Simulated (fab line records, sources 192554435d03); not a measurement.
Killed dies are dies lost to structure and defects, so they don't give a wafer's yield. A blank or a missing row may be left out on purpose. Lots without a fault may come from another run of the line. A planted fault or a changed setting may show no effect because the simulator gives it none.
Split-lot experiment | flow n5_finfet | 7 lots, 39 wafers read, on a route of 1938 steps

THE SPLIT
At N5_BEOL_M1_TRENCH_ETCH_37 (etches SiOC in C4F6/O2, target depth 55.207 nm, time 29 s), the setting time_s was moved away from the recipe's 29 s on 18 of the 39 wafers read, by -41.0% to +59.9%. The other wafers ran this setting at the recipe's value.

FROM THE SPLIT TO THE READING: what the file shows between them, 2 steps
- N5_BEOL_M1_ETCH_41: etches SiCN in CH3F/O2, target depth 31.9 nm, time 57.8 s
- N5_BEOL_M1_STRIP_97: strips in N2/H2, time 10 s

THE READING
trench_depth_nm, in nm, at N5_BEOL_M1_OCD_MEAS_38. Fault-free wafers of this fab line usually give 54.9 nm, standard deviation 0.96 nm.

wafer  | tool, chamber at the split | time_s as run, s | against the recipe | trench_depth_nm, nm | against lot-mates on the recipe
L074.1 | rie_diel-02, 1             | 29               | recipe             | 54.2                | -
L074.4 | rie_diel-02, 3             | 29               | recipe             | 55.3                | -
L074.6 | rie_diel-02, 1             | 29               | recipe             | 54.9                | -
L076.1 | rie_diel-01, 1             | 29               | recipe             | 54.4                | -
L076.2 | rie_diel-01, 2             | 29               | recipe             | 53.5                | -
L076.3 | rie_diel-01, 0             | 23.22            | -19.9%             | 42.6                | -11.3
L076.4 | rie_diel-01, 3             | 23.22            | -19.9%             | 43.2                | -10.7
L076.5 | rie_diel-01, 3             | 29               | recipe             | 53.7                | -
L076.6 | rie_diel-01, 2             | 23.22            | -19.9%             | 42.0                | -11.9
L077.1 | rie_diel-01, 1             | 29               | recipe             | 55.9                | -
L077.2 | rie_diel-01, 3             | 46.38            | +59.9%             | 87.3                | +32.1
L077.3 | rie_diel-01, 2             | 46.38            | +59.9%             | 86.3                | +31.1
L077.4 | rie_diel-01, 0             | 29               | recipe             | 54.2                | -
L077.5 | rie_diel-01, 1             | 29               | recipe             | 55.6                | -
L077.6 | rie_diel-01, 0             | 46.38            | +59.9%             | 87.3                | +32.1
L091.1 | rie_diel-04, 1             | 21.51            | -25.8%             | 40.9                | -13.9
L091.2 | rie_diel-04, 2             | 29               | recipe             | 54.5                | -
L091.3 | rie_diel-04, 3             | 29               | recipe             | 55.0                | -
L091.4 | rie_diel-04, 0             | 29               | recipe             | 54.8                | -
L091.5 | rie_diel-04, 2             | 21.51            | -25.8%             | 40.5                | -14.3
L091.6 | rie_diel-04, 1             | 21.51            | -25.8%             | 41.0                | -13.8
L092.1 | rie_diel-01, 2             | 29               | recipe             | 56.2                | -
L092.2 | rie_diel-01, 0             | 29               | recipe             | 53.9                | -
L092.3 | rie_diel-01, 1             | 17.12            | -41.0%             | 32.3                | -22.6
L092.4 | rie_diel-01, 2             | 17.12            | -41.0%             | 32.7                | -22.2
L092.5 | rie_diel-01, 1             | 29               | recipe             | 54.5                | -
L092.6 | rie_diel-01, 0             | 17.12            | -41.0%             | 31.8                | -23.1
L093.1 | rie_diel-01, 1             | 29               | recipe             | 55.7                | -
L093.2 | rie_diel-01, 3             | 40.4             | +39.3%             | 75.3                | +19.8
L093.3 | rie_diel-01, 0             | 40.4             | +39.3%             | 75.4                | +19.9
L093.4 | rie_diel-01, 2             | 29               | recipe             | 54.8                | -
L093.5 | rie_diel-01, 3             | 40.4             | +39.3%             | 75.7                | +20.2
L093.6 | rie_diel-01, 2             | 29               | recipe             | 55.9                | -
L095.1 | rie_diel-02, 2             | 29               | recipe             | 56.4                | -
L095.2 | rie_diel-02, 3             | 19.6             | -32.4%             | 38.1                | -17.9
L095.3 | rie_diel-02, 1             | 19.6             | -32.4%             | 37.7                | -18.3
L095.4 | rie_diel-02, 0             | 29               | recipe             | 56.2                | -
L095.5 | rie_diel-02, 2             | 19.6             | -32.4%             | 38.5                | -17.5
L095.6 | rie_diel-02, 1             | 29               | recipe             | 55.4                | -

THE FIT
A straight line over all 39 wafers: trench_depth_nm changes by +0.538 nm for each +1% of time_s; r = +1.00; the points scatter about the line by 0.87 nm.
The same after taking each lot's own level away (the mean of its wafers on the recipe; 39 wafers): +0.535 nm for each +1%; r = +1.00; scatter 0.61 nm.
On that fit, the largest move of time_s shifts the reading by 32 nm.
The lots' own levels span 53.87 to 56.00 nm, that is 2.2 times the standard deviation above.
So the lot-to-lot level changes the slope little: the two slopes agree.
Check: with one of the wafers moved furthest among these (+59.9%) left out of the fit, the line predicts +31.7 nm for it against its lot-mates. It came out at +32.1 nm against them.

THE WHOLE CHAIN: every reading that the file lists as answering this split, in the file's order
step                      | what it does                                              | reading                                                                          | change (the file's fit)                | r (the file's)
N5_BEOL_M1_TRENCH_ETCH_37 | etches SiOC in C4F6/O2, target depth 55.207 nm, time 29 s | BEOL_M1.feature_depth_nm (the simulator's own value, which no gauge read)        | +0.537 nm for each +1% of the setting  | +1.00
N5_BEOL_M1_TRENCH_ETCH_37 | etches SiOC in C4F6/O2, target depth 55.207 nm, time 29 s | etch.depth_nm (the simulator's own value, which no gauge read)                   | +0.538 nm for each +1% of the setting  | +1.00
N5_BEOL_M1_TRENCH_ETCH_37 | etches SiOC in C4F6/O2, target depth 55.207 nm, time 29 s | TiN_of_BEOL_M1_HM_DEP_02.thk_nm (the simulator's own value, which no gauge read) | -0.0222 nm for each +1% of the setting | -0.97
N5_BEOL_M1_OCD_MEAS_38    |                                                           | trench_depth_nm                                                                  | +0.535 nm for each +1% of the setting  | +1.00

THE FILE'S OWN FIT
trench_depth_nm changes by +0.535 nm for each +1% of time_s, r = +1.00.
